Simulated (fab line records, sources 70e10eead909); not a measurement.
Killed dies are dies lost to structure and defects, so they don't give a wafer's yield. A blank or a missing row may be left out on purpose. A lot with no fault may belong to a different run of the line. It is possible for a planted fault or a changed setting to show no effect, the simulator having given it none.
Which tool did it? + flow nand harc + 33 wafers from 11 lots sampled at 4 of the route's 1302 steps

== WHAT EACH GAUGE READ, for each wafer ==
NHARC_P_M0_CD_MEAS_09: the cd target is 90 nm.
| lot  | measured     | on        | cd nm (nm)     |
|------|--------------|-----------|----------------|
| L666 | day 6 06:42  | cd sem-03 | 91.2 90.3 90.7 |
| L667 | day 6 14:03  | cd sem-03 | 88.7 88.6 89.5 |
| L669 | day 7 12:23  | cd sem-02 | 89.4 89.9 89.7 |
| L672 | day 8 14:25  | cd sem-02 | 89.9 89.8 89.8 |
| L673 | day 9 00:07  | cd sem-02 | 85.8 86.3 86.2 |
| L676 | day 10 06:01 | cd sem-01 | 85.2 86.3 86.5 |
| L679 | day 11 10:32 | cd sem-02 | 89.8 89.6 90.3 |
| L682 | day 12 20:08 | cd sem-01 | 89.3 89.2 89.9 |
| L683 | day 13 02:37 | cd sem-02 | 89.8 89.9 88.6 |
| L684 | day 13 19:37 | cd sem-01 | 90.0 89.6 89.5 |
| L688 | day 15 08:09 | cd sem-03 | 88.2 89.3 89.3 |

== TOOL THAT RAN EACH LOT (tool first, then ch and the chambers of the sampled wafers, then the start) ==
| lot  | NHARC_P_CONTACT_ETCH_18                       | NHARC_P_CONTACT_ETCH_31                       | NHARC_P_M0_PEB_07                 |
|------|-----------------------------------------------|-----------------------------------------------|-----------------------------------|
| L666 | rie diel-11 ch 1,2,3, day 6 06:37 or earlier  | rie diel-11 ch 2,3, day 6 06:37 or earlier    | litho track-04 ch 0, day 6 06:37  |
| L667 | rie diel-10 ch 0,1,3, day 6 13:58 or earlier  | rie diel-10 ch 0,2,3, day 6 13:58 or earlier  | litho track-06 ch 0, day 6 13:58  |
| L669 | rie diel-11 ch 0,2, day 7 12:19 or earlier    | rie diel-11 ch 2,3, day 7 12:19 or earlier    | litho track-06 ch 0, day 7 12:19  |
| L672 | rie diel-02 ch 0,1,3, day 8 14:20 or earlier  | rie diel-02 ch 0,2,3, day 8 14:20 or earlier  | litho track-01 ch 0, day 8 14:20  |
| L673 | rie diel-10 ch 1,3, day 9 00:02 or earlier    | rie diel-10 ch 1,3, day 9 00:02 or earlier    | litho track-06 ch 0, day 9 00:02  |
| L676 | rie diel-11 ch 1,2,3, day 10 05:56 or earlier | rie diel-11 ch 0,1,3, day 10 05:56 or earlier | litho track-06 ch 0, day 10 05:56 |
| L679 | rie diel-11 ch 1,2,3, day 11 10:28 or earlier | rie diel-11 ch 2,3, day 11 10:28 or earlier   | litho track-01 ch 0, day 11 10:28 |
| L682 | rie diel-11 ch 0,2,3, day 12 20:04 or earlier | rie diel-11 ch 0,1,2, day 12 20:04 or earlier | litho track-06 ch 0, day 12 20:04 |
| L683 | rie diel-02 ch 1,2, day 13 02:32 or earlier   | rie diel-02 ch 0,1,2, day 13 02:32 or earlier | litho track-06 ch 0, day 13 02:32 |
| L684 | rie diel-10 ch 1,2, day 13 19:31 or earlier   | rie diel-10 ch 2,3, day 13 19:31 or earlier   | litho track-06 ch 0, day 13 19:31 |
| L688 | rie diel-02 ch 0,1,2, day 15 08:04 or earlier | rie diel-02 ch 0,1,3, day 15 08:04 or earlier | litho track-06 ch 0, day 15 08:04 |
- NHARC_P_CONTACT_ETCH_18: etches the open film in C4F8/O2/Ar, target depth 481 nm, time 240.5 s.
- NHARC_P_CONTACT_ETCH_31: etches the open film in CH3F/O2, target depth 30 nm, time 85.7 s.
- NHARC_P_M0_PEB_07: peb time 65 s.

== THE ANSWER, worked out from the rows above alone ==
Rule: the lots themselves supply what counts as usual. The widest of any qualifying gaps counts: lots, ordered by their means at a reading, are off when they make up no more than a third of the lots, leave a main group of 4 or more, and stand apart from it by 3 or more times the standard deviation of that group's means. The tables above print the reading to a certain number of digits; a main group whose means all agree to those digits is not used. A lot without any number at a reading at which 4 lots or more have one is off too. Any other lot the step has rows for is counted as sound.
Off: L673, L676 (NHARC_P_M0_CD_MEAS_09, cd nm). The main group has a mean of 89.6 nm with a standard deviation of 0.51.
If a tool, at a process step before that reading, ran all the lots that are off and no sound lot after the first of them, it fits. The gauges at NHARC_P_M0_CD_MEAS_09 are tried like those tools. With no start given for some of its lots, NHARC_P_CONTACT_ETCH_18 uses the hours and lot order of NHARC_P_M0_PEB_07. With no start given for some of its lots, NHARC_P_CONTACT_ETCH_31 uses the hours and lot order of NHARC_P_M0_PEB_07. No candidate that was tried fits.

== WHAT THE SIMULATOR HAD PUT IN ==
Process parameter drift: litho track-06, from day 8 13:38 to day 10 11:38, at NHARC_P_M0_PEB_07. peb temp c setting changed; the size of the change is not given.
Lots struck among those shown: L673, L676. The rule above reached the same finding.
